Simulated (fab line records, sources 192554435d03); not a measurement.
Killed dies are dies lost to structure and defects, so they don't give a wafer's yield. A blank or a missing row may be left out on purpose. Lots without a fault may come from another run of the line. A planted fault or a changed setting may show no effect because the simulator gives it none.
A struck lot beside a sound one | flow n5_finfet | 16 steps out of a route of 1938
Sound: wafers L843.1, L843.2, L843.6. Struck: wafers L846.2, L846.4. (L846.6 of the same lot was not struck and is left out.) The cause comes at the end.
At each step with rows: each side's tool, then ch and its chambers, then its first start. Under that, the readings that differ: sound wafers | struck wafers | difference of the means | sigmas: that difference in standard deviations of wafers without a fault.
alike: readings whose means differ by less than 2 such deviations, and words and numbers that are the same on both sides. not compared: withheld readings, readings that some wafer has no value for, bounds like >300 that may hide the same value, and numbers for which the record gives no deviation and whose values overlap.
The two part at a step that has a row with sigmas, a row that says differs or no value, or rows on one side only. Numbers that don't overlap but have no deviation are shown without sigmas and don't part them. A reading that every wafer of one side lacks parts them only if that side has two wafers or more.

N5_BEOL_M10_ETCH_62: etches SOC in N2/H2, target depth 110 nm, overetch 22 nm, time 165 s.
  sound on rie_diel-02 ch 0,1,2, day 13 09:10; struck on rie_diel-01 ch 1,3, day 14 13:56
  alike: drypump_motor_current_A, oes_product_au, rf_vpp_V, showerhead_plenum_p_Torr, throttle_valve_pct
  not compared: rf_hours_counter_h
then, 1 step without rows for these wafers: N5_BEOL_M10_STRIP_68 (strips in N2/H2).
N5_BEOL_M10_STRIP_67: strips in CF4.
  sound on rie_diel-02 ch 0,1,2, day 13 09:19; struck on rie_diel-01 ch 1,3, day 14 14:05
  alike: drypump_motor_current_A, oes_product_au, rf_vpp_V, showerhead_plenum_p_Torr, throttle_valve_pct
  not compared: rf_hours_counter_h
N5_BEOL_M10_HM_OPEN_17: chemistry Cl2/BCl3, target TiN, target depth 20 nm, overetch 6 nm.
  sound on rie_metal-02 ch 0,1, day 13 09:21; struck on rie_metal-01 ch 0,1, day 14 14:08
  reading               | sound          | struck    | difference | sigmas
  oes_product_au (a.u.) | 0.75 0.70 0.74 | 0.63 0.56 | -0.14      | -2
  alike: drypump_motor_current_A, throttle_valve_pct
  not compared: rf_hours_counter_h
N5_BEOL_M10_STRIP_19: strips in O2.
  sound on rie_diel-05 ch 0,3, day 13 09:31; struck on rie_diel-01 ch 0,3, day 14 14:14
  reading                         | sound          | struck    | difference | sigmas
  showerhead_plenum_p_Torr (Torr) | 2.15 2.25 2.25 | 2.01 2.07 | -0.18      | -2
  alike: drypump_motor_current_A, oes_product_au, rf_vpp_V, throttle_valve_pct
  not compared: rf_hours_counter_h
N5_BEOL_M10_CD_MEAS_18: pitch 140 nm, target cd 70 nm.
  sound on cd_sem-02, day 13 09:35; struck on cd_sem-02, day 14 14:19
  alike: cd_nm
then, 6 steps without rows for these wafers: N5_BEOL_M10_COAT_63 (time 60 s, resist thk 100 nm); N5_BEOL_M10_COAT_64 (time 60 s, resist thk 30 nm); N5_BEOL_M10_COAT_22 (resist thk 90 nm); N5_BEOL_M10_EBR_24; N5_BEOL_M10_SOFTBAKE_23 (time 60 s); N5_BEOL_M10_EXPOSE_25 (exposes mask V9).
N5_BEOL_M10_PEB_26: peb time 60 s.
  sound on litho_track-01 ch 0, day 13 11:41; struck on litho_track-01 ch 0, day 14 18:28
then, 1 step without rows for these wafers: N5_BEOL_M10_DEVELOP_27 (develop time 30 s).
N5_BEOL_M10_CD_MEAS_28: target cd 70 nm.
  sound on cd_sem-03 ch 0, day 13 11:46; struck on cd_sem-03 ch 0, day 14 18:32
  reading    | sound          | struck    | difference | sigmas
  cd_nm (nm) | 69.4 70.0 68.2 | 73.2 74.0 | +4.4       | +5
N5_BEOL_M10_OVL_MEAS_29:
  sound on overlay-02 ch 0, day 13 11:47; struck on overlay-01 ch 0, day 14 18:34
  alike: V9_OVL

WHERE THEY PART
First at N5_BEOL_M10_HM_OPEN_17; last, within this record, at N5_BEOL_M10_CD_MEAS_28. Later steps at which nothing parts them and some readings are alike: N5_BEOL_M10_OVL_MEAS_29.

WHY: what the simulator had put in
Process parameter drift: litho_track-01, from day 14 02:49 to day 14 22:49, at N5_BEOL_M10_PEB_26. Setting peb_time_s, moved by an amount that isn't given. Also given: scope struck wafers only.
